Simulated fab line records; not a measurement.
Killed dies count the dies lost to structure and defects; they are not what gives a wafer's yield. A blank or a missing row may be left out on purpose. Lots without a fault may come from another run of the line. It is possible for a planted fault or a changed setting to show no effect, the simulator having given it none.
fab line records	flow n5Finfet	part 2 of 2: steps 5 to 6 of 6
[record] lots = 20	wafers = 60	lastDay = 18
route steps=1938 shown PMOS_HMC_CHANNEL_EPI@82 FIN_SAQP@100 FIN_CUT@173
lots that met no fault: taken from a fault-free run of the same line
startH: start of the lot's first displayed wafer, in hours after the record's first day	waitH: hours since the lot's step before	" identical to the entry in the row above	L1.1+2: a single row standing in for several wafers	- value missing, or start not given	* or withheld: withheld	< > ~ a bound
route shown NAME@n: NAME is a module with steps in the file, n the number in the route of the first one	usual: mean/standard deviation of fault-free wafers	same: alike in all rows	chamber/n: place in a boat	sites: per-site readings	_std_site: how widely they spread, as a standard deviation	_edge_site: inner sites' mean taken away from outer sites' mean	radiusMm: for every site, how far away it sits from the centre of the wafer	mask NAME#n: copy n	behind: the tool/chamber that last shaped the wafer	hold: why the lot went on hold/how many hours it stayed there/how the hold came to an end	device: names the non-switching transistor (n, p or np)	end of line: tests of these same wafers at the route's end	a step without rows: its recipe alone	killed: at the first sort, the dies lost to defects and structure; wafer yield is something else	map: per-die view of a wafer (x killed, . not killed, _ where there is no die)
set.NAME: the setting as run; set.NAME@STEP: as run at that earlier step	model.NAME: the simulator's own value behind a step, which no gauge read
steps of the route over a sample of lots; a table a step, a row a wafer
services: the hour from which a tool's chamber was out of use, counted from the record's first day as startH (under 0 if before that day), plus the number of hours and why
[[steps]]
[step N5_FIN_SAQP_MANDREL2_REMOVE_60]
[recipe] chemistry = HBr/Cl2/O2	btTimeS = 10	target = a-Si	stopOn = SiNx	endpoint = OES-SiCl	overEtchFrac = 1	icpW = 600	biasW = 22	HBr_flow_sccm = 150	Cl2_flow_sccm = 80	O2_flow_sccm = 5	pressureMtorr = 10
[usual] O2_flow_sccm = 5.000/0.014	biasW = 22.00/0.065	drypumpMotorCurrentA = 5.6/0.38	oesProductAu = 1.007/0.015	throttleValvePct = 36.68/0.26
lot.wafer	tool	chamber	startH	waitH	O2_flow_sccm	biasW	drypumpMotorCurrentA	oesProductAu	rfHoursCounterH	throttleValvePct
L074.2	rieSi-06	3	27.55	0.1	5.014	21.99	6.2	1.008	109	37.37
L074.3	"	1	"	"	4.991	22.08	5.3	0.992	168	36.41
L074.4	"	2	"	"	4.999	22.11	4.9	1.022	64	36.59
L075.3	rieSi-04	3	35.08	0.1	5.003	21.92	5.9	1.021	179	36.75
L075.4	"	2	"	"	4.974	21.90	5.7	0.997	146	36.45
L075.5	"	0	"	"	5.010	22.00	6.0	1.006	-	36.67
L076.1	rieSi-04	3	37.46	0.1	5.013	22.13	5.9	1.004	179	36.77
L076.2	"	1	"	"	5.001	22.02	5.6	0.999	61	36.52
L076.4	"	2	"	"	5.012	21.90	5.7	1.001	-	36.48
L077.1	rieSi-03	2	43.52	0.1	4.997	22.02	6.1	1.025	101	36.73
L077.4	"	3	"	"	5.016	22.07	5.2	1.008	89	36.37
L077.6	"	2	"	"	4.994	22.07	6.1	1.019	-	36.72
L078.3	rieSi-03	1	49.04	0.1	5.008	22.06	5.4	1.002	167	36.65
L078.5	"	2	"	"	4.976	22.01	6.0	1.007	-	36.71
L078.6	"	3	"	"	5.020	22.03	5.2	1.010	-	36.35
L079.1	rieSi-04	3	54.97	0.1	5.009	22.11	5.9	1.020	180	36.76
L079.2	"	2	"	"	5.002	21.99	5.7	0.995	146	36.45
L079.6	"	3	"	"	4.978	22.04	5.9	1.019	-	36.76
L080.1	rieSi-03	2	62.99	0.1	4.982	21.98	6.0	1.016	102	36.73
L080.2	"	0	"	"	5.018	22.07	5.6	0.983	109	37.03
L080.4	"	1	"	"	4.983	22.10	5.4	0.999	167	36.68
L082.4	rieSi-03	2	74.41	0.1	5.020	21.93	6.0	1.009	102	36.73
L082.5	"	3	"	"	4.999	21.98	5.2	1.024	-	36.36
L082.6	"	0	"	"	5.009	21.87	5.6	0.987	-	37.03
L083.1	rieSi-04	3	81.19	0.1	4.981	21.97	5.9	1.017	180	36.76
L083.2	"	1	"	"	4.993	22.06	5.6	1.004	62	36.54
L083.6	"	1	"	"	4.987	22.01	5.6	1.004	-	36.52
L084.3	rieSi-06	0	88.83	0.1	5.001	22.04	6.0	1.041	41	36.70
L084.5	"	2	"	"	4.996	21.92	5.0	1.011	-	36.59
L084.6	"	3	"	"	5.002	21.99	6.3	1.008	-	37.38
L085.1	rieSi-03	3	94.99	0.1	4.986	21.98	5.2	1.007	90	36.35
L085.3	"	2	"	"	5.010	21.98	6.1	1.010	102	36.72
L085.5	"	3	"	"	5.009	22.05	5.2	1.006	-	36.37
L086.1	rieSi-03	3	100.92	0.1	4.985	22.04	5.2	1.013	90	36.35
L086.2	"	0	"	"	4.998	22.04	5.6	0.984	109	37.04
L086.3	"	2	"	"	5.006	21.93	6.0	1.018	102	36.73
L087.1	rieSi-04	3	104.27	0.1	5.004	21.97	5.9	1.027	181	36.76
L087.3	"	2	"	"	5.009	22.02	5.7	1.003	147	36.46
L087.4	"	0	"	"	4.980	21.91	6.0	1.020	32	36.70
L088.1	rieSi-06	1	109.68	0.1	5.003	21.98	5.4	0.992	169	36.41
L088.4	"	2	"	"	5.005	21.97	5.0	1.013	66	36.58
L088.5	"	1	"	"	4.987	21.92	5.4	0.998	-	36.42
L090.3	rieSi-03	0	121.15	0.1	5.012	22.07	5.6	0.964	110	37.02
L090.4	"	1	"	"	5.003	22.02	5.4	0.996	168	36.66
L090.6	"	2	"	"	5.014	21.87	6.1	1.017	-	36.74
L092.2	rieSi-04	1	133.15	0.1	5.003	21.95	5.6	0.999	63	36.52
L092.3	"	3	"	"	4.988	21.98	5.9	1.018	181	36.74
L092.4	"	2	"	"	5.004	22.00	5.7	0.992	147	36.45
L093.1	rieSi-04	2	140.43	0.1	5.016	21.98	5.6	0.995	148	36.49
L093.2	"	3	"	"	5.023	22.02	5.9	1.008	181	36.76
L093.4	"	1	"	"	4.996	22.00	5.6	1.004	63	36.52
L094.1	rieSi-06	3	146.99	0.1	5.003	21.98	6.3	1.006	112	37.35
L094.2	"	1	"	"	4.999	21.94	5.4	0.994	170	36.43
L094.4	"	0	"	"	4.988	22.00	5.9	1.040	42	36.70
L096.3	rieSi-03	2	158.50	0.1	4.992	21.99	6.1	1.023	103	36.73
L096.5	"	2	"	"	4.981	21.91	6.1	1.027	-	36.73
L096.6	"	1	"	"	5.010	22.06	5.4	1.009	-	36.66
L097.1	rieSi-06	2	163.52	0.1	5.016	21.93	5.0	1.013	67	36.59
L097.4	"	1	"	"	5.004	22.02	5.3	1.002	170	36.43
L097.5	"	2	"	"	5.014	21.89	5.0	1.025	-	36.59
[step N5_FIN_CUT_CUT_ETCH_26]
[recipe] chemistry = CH3F/O2	target = SiNx	targetDepthA = 390	maskMaterial = SOC	timeS = 55.7	pressureMtorr = 30	sourceW = 395	biasW = 73	Ar_flow_sccm = 150	CH3F_flow_sccm = 30	O2_flow_sccm = 20	ionEnergyEv = 120
[usual] O2_flow_sccm = 20.02/0.057	biasW = 73.01/0.21	drypumpMotorCurrentA = 5.6/0.47	mfcArSccm = 150.0/0.41	oesProductAu = 0.78/0.088	rfVppV = 296/5.6	showerheadPlenumPTorr = 1.96/0.041	throttleValvePct = 16.46/0.24
lot.wafer	tool	chamber	startH	waitH	O2_flow_sccm	biasW	drypumpMotorCurrentA	mfcArSccm	oesProductAu	rfHoursCounterH	rfVppV	showerheadPlenumPTorr	throttleValvePct
L074.2	rieDiel-01	3	29.23	0.0	19.95	73.04	6.7	150.8	0.78	109	294	2.01	16.26
L074.3	"	1	"	"	19.88	72.84	5.9	149.1	0.96	13	290	1.96	16.04
L074.4	"	0	"	"	20.04	72.76	6.1	149.0	0.70	227	290	1.97	16.62
L075.3	rieDiel-03	2	36.80	0.0	19.99	72.92	5.6	149.9	0.75	143	289	2.01	16.74
L075.4	"	2	"	"	19.97	72.93	5.6	149.9	0.75	-	288	2.01	16.75
L075.5	"	1	"	"	20.00	73.20	5.7	149.3	0.73	-	302	1.97	16.77
L076.1	rieDiel-06	0	39.20	0.0	19.91	72.74	6.2	149.5	0.98	3	288	1.97	16.03
L076.2	"	3	"	"	20.11	73.15	5.0	149.9	0.79	125	302	1.92	16.39
L076.4	"	2	"	"	19.98	73.06	5.8	150.3	0.78	134	291	2.00	16.52
L077.1	rieDiel-03	2	45.39	0.0	19.95	73.24	5.6	150.1	0.75	147	289	2.01	16.75
L077.4	"	3	"	"	20.00	72.91	5.0	150.1	0.74	-	303	1.91	16.40
L077.6	"	2	"	"	20.01	73.47	5.6	150.1	0.75	-	289	2.01	16.75
L078.3	rieDiel-03	1	50.80	0.0	19.96	72.96	5.6	149.8	0.73	195	300	1.97	16.78
L078.5	"	1	"	"	20.02	72.89	5.7	150.8	0.72	-	302	1.97	16.78
L078.6	"	3	"	"	20.02	72.46	5.0	149.9	0.75	-	300	1.91	16.41
L079.1	rieDiel-03	0	56.66	0.0	19.95	73.07	6.0	150.7	0.68	244	303	2.04	16.67
L079.2	"	3	"	"	20.05	72.85	5.0	149.4	0.74	171	301	1.91	16.40
L079.6	"	3	"	"	20.02	73.09	5.0	149.3	0.73	-	301	1.91	16.41
L080.1	rieDiel-06	0	64.57	0.0	20.03	73.00	6.2	149.6	0.94	11	290	1.97	16.06
L080.2	"	3	"	"	20.04	73.25	5.0	150.3	0.78	134	301	1.92	16.40
L080.4	"	2	"	"	20.05	72.88	5.8	150.0	0.76	143	291	2.00	16.55
L082.4	rieDiel-01	0	76.11	0.0	20.05	73.07	6.1	149.8	0.70	-	290	1.96	16.64
L082.5	"	1	"	"	20.10	72.80	5.9	150.1	0.93	-	292	1.96	16.08
L082.6	"	3	"	"	20.05	73.10	6.7	149.9	0.78	-	293	2.01	16.29
L083.1	rieDiel-03	1	82.91	0.0	20.04	73.06	5.7	149.6	0.71	205	303	1.97	16.79
L083.2	"	2	"	"	20.03	72.93	5.6	149.9	0.74	159	288	2.01	16.76
L083.6	"	1	"	"	20.14	73.03	5.7	149.7	0.71	-	301	1.97	16.80
L084.3	rieDiel-03	2	90.76	0.0	20.04	73.13	5.6	150.5	0.74	162	289	2.01	16.78
L084.5	"	2	"	"	19.90	73.41	5.6	150.0	0.74	-	287	2.01	16.79
L084.6	"	1	"	"	20.03	72.92	5.6	150.2	0.71	-	301	1.97	16.80
L085.1	rieDiel-06	2	96.79	0.0	20.01	73.31	5.8	149.9	0.75	156	293	2.00	16.54
L085.3	"	1	"	"	20.06	73.08	5.3	149.9	0.73	184	295	1.92	16.29
L085.5	"	1	"	"	20.00	72.76	5.3	150.2	0.73	-	297	1.92	16.28
L086.1	rieDiel-06	0	103.07	0.0	19.92	73.14	6.2	150.1	0.90	25	290	1.97	16.09
L086.2	"	1	"	"	19.88	72.96	5.3	150.7	0.73	185	295	1.92	16.30
L086.3	"	2	"	"	20.02	73.03	5.8	150.3	0.76	158	291	2.00	16.57
L087.1	rieDiel-03	0	105.85	0.0	20.14	73.14	6.0	150.0	0.97	5	304	2.03	16.21
L087.3	"	3	"	"	19.97	73.49	5.0	149.9	0.73	188	301	1.90	16.42
L087.4	"	2	"	"	19.97	72.64	5.6	150.2	0.74	-	289	2.00	16.78
L088.1	rieDiel-03	2	111.26	0.0	19.98	73.46	5.6	149.6	0.74	169	288	2.00	16.80
L088.4	"	2	"	"	19.99	73.05	5.6	149.4	0.73	-	289	2.00	16.80
L088.5	"	0	"	"	20.04	72.92	6.0	150.7	0.96	-	302	2.03	16.20
L090.3	rieDiel-03	3	123.15	0.0	20.05	72.69	5.0	150.0	0.72	193	301	1.90	16.45
L090.4	"	0	"	"	20.04	72.90	6.0	150.1	0.95	11	303	2.03	16.21
L090.6	"	0	"	"	20.08	72.91	6.0	150.1	0.96	-	304	2.03	16.22
L092.2	rieDiel-01	3	135.04	0.0	20.09	73.27	6.7	149.8	0.76	142	293	2.00	16.32
L092.3	"	1	"	"	20.08	73.38	5.8	150.0	0.89	48	291	1.95	16.12
L092.4	"	0	"	"	20.04	73.07	6.1	150.0	0.99	1	288	1.96	16.17
L093.1	rieDiel-06	3	142.06	0.0	20.10	73.18	5.0	149.8	0.76	160	302	1.91	16.45
L093.2	"	2	"	"	19.99	73.32	5.8	149.8	0.75	169	291	1.99	16.60
L093.4	"	1	"	"	19.99	73.47	5.3	150.4	0.72	197	296	1.92	16.32
L094.1	rieDiel-06	1	148.57	0.0	19.93	73.38	5.3	150.6	0.72	199	295	1.92	16.32
L094.2	"	2	"	"	20.04	72.86	5.8	149.9	0.75	171	291	1.99	16.61
L094.4	"	3	"	"	20.13	73.00	5.0	150.6	0.76	163	300	1.91	16.45
L096.3	rieDiel-03	1	160.05	0.0	20.15	73.07	5.6	150.4	0.69	226	301	1.96	16.83
L096.5	"	0	"	"	19.89	73.00	6.0	149.7	0.92	-	302	2.03	16.26
L096.6	"	3	"	"	20.00	73.07	5.0	149.9	0.72	-	302	1.90	16.46
L097.1	rieDiel-01	2	165.22	0.0	19.92	73.00	6.1	150.4	0.97	3	298	1.97	16.28
L097.4	"	2	"	"	19.92	72.81	6.1	150.5	0.97	-	299	1.97	16.30
L097.5	"	1	"	"	20.04	73.01	5.9	149.7	0.88	-	293	1.95	16.14
[[services]]
tool	chamber	startH	hours	kind
rieDiel-04	3	4.91	4.5	repair
pecvd-01	2	21.12	-	clean
rieDiel-03	0	25.76	27.0	repair
rieDiel-04	-	33.76	2.8	pm
rieSi-04	0	36.16	16.7	repair
rieDiel-02	1	41.35	10.3	repair
rieDiel-01	2	60.91	23.0	repair
rieDiel-01	-	62.44	2.8	pm
rieSi-06	-	64.93	0.8	repair
rieDiel-06	1	71.21	24.2	repair
pecvd-01	1	75.63	9.3	repair
rieDiel-04	-	86.97	0.2	repair
rieDiel-05	1	89.57	3.7	repair
rieDiel-03	1	103.40	9.8	repair
rieDiel-04	3	103.87	1.6	repair
pecvd-04	-	122.22	2.8	pm
rieDiel-02	2	123.38	3.3	repair
rieDiel-02	3	124.20	18.9	repair
rieDiel-05	2	127.78	5.4	repair
rieDiel-04	0	133.20	5.6	repair
rieSi-03	1	134.56	6.4	repair
pecvd-04	0	138.59	10.1	repair
rieSi-03	-	158.67	28.1	pm
rieDiel-01	3	161.64	11.6	repair
